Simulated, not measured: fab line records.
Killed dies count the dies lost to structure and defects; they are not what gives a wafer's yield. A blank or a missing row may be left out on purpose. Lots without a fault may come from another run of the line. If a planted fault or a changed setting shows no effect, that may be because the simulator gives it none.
What tool caused it?    flow nandHarc    42 wafers from 14 lots sampled at 4 of the route's 1302 steps

== WHAT EACH GAUGE READ, for each wafer ==
No reading from a measuring or inspecting step in the record can be judged against a usual standard deviation.

== WHICH TOOL RAN EACH LOT (tool, then ch and the chambers of the sampled wafers, then the start) ==
lot   NHARC_A_CONTACT_STRIP_82                      NHARC_A_CONTACT_DEP_85           NHARC_A_CONTACT_ETCH_134            NHARC_A_CONTACT_ETCH_136
L863  rieDiel-08 ch 1,3, day 22 20:05 or earlier    pecvd-03 ch 0,1, day 22 20:05    harCapEtch-03 ch 0,1, day 23 04:22  harCapEtch-03 ch 0,1, day 23 05:01
L866  rieDiel-08 ch 1,3, day 23 04:19 or earlier    pecvd-03 ch 0,1, day 23 04:19    harCapEtch-02 ch 0, day 23 06:19    harCapEtch-02 ch 0, day 23 06:48
L864  rieDiel-12 ch 1,2, day 23 04:49 or earlier    pecvd-02 ch 1,2, day 23 04:49    harCapEtch-01 ch 1, day 23 07:18    harCapEtch-01 ch 1, day 23 07:56
L865  rieDiel-12 ch 1,2, day 23 08:54 or earlier    pecvd-03 ch 0,1,2, day 23 08:54  harCapEtch-03 ch 0,1, day 23 10:56  harCapEtch-03 ch 0,1, day 23 11:25
L867  rieDiel-12 ch 0,3, day 24 05:42 or earlier    pecvd-02 ch 0,1, day 24 05:42    harCapEtch-03 ch 0,1, day 24 07:33  harCapEtch-03 ch 0,1, day 24 08:01
L868  rieDiel-12 ch 1,2,3, day 24 08:08 or earlier  pecvd-03 ch 0,1, day 24 08:08    harCapEtch-02 ch 0,1, day 24 10:05  harCapEtch-02 ch 0,1, day 24 10:35
L869  rieDiel-08 ch 1,2,3, day 24 16:58 or earlier  pecvd-02 ch 0,1, day 24 16:58    harCapEtch-03 ch 0,1, day 24 19:07  harCapEtch-03 ch 0,1, day 24 19:35
L871  rieDiel-12 ch 0,2,3, day 25 17:53 or earlier  pecvd-03 ch 0,1,2, day 25 17:53  harCapEtch-02 ch 0,1, day 25 19:53  harCapEtch-02 ch 0,1, day 25 20:20
L877  rieDiel-08 ch 0,1,3, day 27 23:45 or earlier  pecvd-01 ch 0,1, day 27 23:45    harCapEtch-01 ch 0,1, day 28 01:47  harCapEtch-01 ch 0,1, day 28 02:16
L878  rieDiel-12 ch 2,3, day 28 00:13 or earlier    pecvd-02 ch 0,2, day 28 00:13    harCapEtch-03 ch 0,1, day 28 02:15  harCapEtch-03 ch 0,1, day 28 02:44
L879  rieDiel-08 ch 0,2,3, day 29 06:46 or earlier  pecvd-02 ch 0,1,2, day 29 06:46  harCapEtch-03 ch 0,1, day 29 08:52  harCapEtch-03 ch 0,1, day 29 09:22
L881  rieDiel-01 ch 0,2, day 29 20:40 or earlier    pecvd-01 ch 0,1,2, day 29 20:40  harCapEtch-02 ch 0,1, day 29 22:42  harCapEtch-02 ch 0,1, day 29 23:11
L884  rieDiel-08 ch 1,2, day 31 04:29 or earlier    pecvd-02 ch 0,1,2, day 31 04:29  harCapEtch-02 ch 0,1, day 31 06:31  harCapEtch-02 ch 0,1, day 31 07:00
L885  rieDiel-12 ch 1,2,3, day 31 12:50 or earlier  pecvd-01 ch 1,2, day 31 12:50    harCapEtch-01 ch 0,1, day 31 14:44  harCapEtch-01 ch 0,1, day 31 15:13
- NHARC_A_CONTACT_STRIP_82: strips in O2.
- NHARC_A_CONTACT_DEP_85: deposits SiON, target thk 60 nm.
- NHARC_A_CONTACT_ETCH_134: etches the open film in C4F8/O2/Ar, time 140 s, target depth 700 nm.
- NHARC_A_CONTACT_ETCH_136: etches the open film in C4F8/O2/Ar, time 311 s, target depth 1912 nm.

== WHAT THE TOOLS THEMSELVES READ (means of the sampled wafers that have a number; where no wafer has one, the mark that the record gives instead) ==
NHARC_A_CONTACT_STRIP_82.
lot   tool        drypumpMotorCurrentA (A)  oesProductAu (a.u.)  rfVppV (V)  showerheadPlenumPTorr (Torr)  throttleValvePct (%)
L863  rieDiel-08  6.0                       0.998                57.6        3.55                          17.040
L866  rieDiel-08  6.0                       1.004                57.3        3.55                          17.039
L864  rieDiel-12  5.8                       1.007                57.7        3.48                          17.032
L865  rieDiel-12  5.8                       1.006                58.0        3.61                          17.033
L867  rieDiel-12  5.2                       1.001                57.6        3.61                          17.039
L868  rieDiel-12  5.5                       1.002                58.3        3.61                          17.039
L869  rieDiel-08  5.7                       1.001                57.9        3.62                          17.032
L871  rieDiel-12  5.5                       1.010                57.9        3.48                          17.042
L877  rieDiel-08  5.8                       0.999                58.0        3.54                          17.039
L878  rieDiel-12  5.3                       1.007                58.2        3.59                          17.038
L879  rieDiel-08  5.5                       1.003                57.5        3.61                          17.030
L881  rieDiel-01  5.8                       0.993                57.9        3.44                          17.042
L884  rieDiel-08  5.9                       1.013                57.4        3.52                          17.043
L885  rieDiel-12  5.5                       1.009                57.8        3.58                          17.038

NHARC_A_CONTACT_DEP_85.
lot   tool      heaterPowerW (W)  rfFwdPowerW (W)  showerheadVppV (V)
L863  pecvd-03  772               348.4            1136
L866  pecvd-03  785               349.7            1156
L864  pecvd-02  758               347.7            1111
L865  pecvd-03  782               348.6            1123
L867  pecvd-02  650               349.6            1096
L868  pecvd-03  711               348.2            1152
L869  pecvd-02  665               348.9            1109
L871  pecvd-03  740               348.6            1123
L877  pecvd-01  679               348.3            1156
L878  pecvd-02  793               346.7            1104
L879  pecvd-02  709               348.7            1096
L881  pecvd-01  708               348.7            1127
L884  pecvd-02  722               347.9            1101
L885  pecvd-01  783               347.7            1120

NHARC_A_CONTACT_ETCH_134.
lot   tool           chamberPressureMTorr (mTorr)  oesAirLineAu (a.u.)
L863  harCapEtch-03  20.007                        1.000
L866  harCapEtch-02  19.995                        0.984
L864  harCapEtch-01  20.001                        1.029
L865  harCapEtch-03  19.986                        1.015
L867  harCapEtch-03  20.000                        0.971
L868  harCapEtch-02  20.006                        0.988
L869  harCapEtch-03  20.000                        0.969
L871  harCapEtch-02  20.011                        0.977
L877  harCapEtch-01  20.006                        1.014
L878  harCapEtch-03  19.984                        0.992
L879  harCapEtch-03  20.016                        0.998
L881  harCapEtch-02  20.003                        0.975
L884  harCapEtch-02  20.006                        0.984
L885  harCapEtch-01  20.011                        0.998

NHARC_A_CONTACT_ETCH_136.
lot   tool           chamberPressureMTorr (mTorr)  oesAirLineAu (a.u.)
L863  harCapEtch-03  20.010                        1.030
L866  harCapEtch-02  19.991                        0.978
L864  harCapEtch-01  20.012                        1.025
L865  harCapEtch-03  19.999                        1.008
L867  harCapEtch-03  -                             -
L868  harCapEtch-02  -                             -
L869  harCapEtch-03  19.984                        1.004
L871  harCapEtch-02  19.998                        0.978
L877  harCapEtch-01  19.991                        1.009
L878  harCapEtch-03  19.990                        0.986
L879  harCapEtch-03  20.000                        1.014
L881  harCapEtch-02  19.984                        0.968
L884  harCapEtch-02  19.986                        1.008
L885  harCapEtch-01  19.987                        0.981

== THE ANSWER, worked out from the rows above alone ==
Rule: the usual values come from the lots themselves. Put in order of their means at a reading, lots are off if they are a third of the lots or fewer, leave a main group of 4 or more, and stand apart from it by a gap of 3 or more times the standard deviation of the main group's means; of several such gaps the widest counts. Not used: any main group whose means are identical at the precision the tables above print for the reading. A lot without any number at a reading at which 4 lots or more have one is off too. All remaining lots with rows at the step are treated as sound. Order of review: gauges by route order, followed by the tools' own readings, for which a lot's mean as printed above is used. The first step at which some lot is off is used, and at that step the reading that is off furthest; a lot without a number counts as furthest.
Off at NHARC_A_CONTACT_ETCH_136 (chamberPressureMTorr): L867, L868. Without a number there: L867, L868. The main group has a mean of 19.994 mTorr with a standard deviation of 0.0091.
If a tool, at that step or one of the process steps before it, ran each lot that is off and ran no sound lot following the first of them, it fits. Because NHARC_A_CONTACT_STRIP_82 lacks a start for some lots, the hours and order of its lots are taken from NHARC_A_CONTACT_DEP_85. Of those tried, none fits.

== WHAT THE SIMULATOR HAD INSERTED ==
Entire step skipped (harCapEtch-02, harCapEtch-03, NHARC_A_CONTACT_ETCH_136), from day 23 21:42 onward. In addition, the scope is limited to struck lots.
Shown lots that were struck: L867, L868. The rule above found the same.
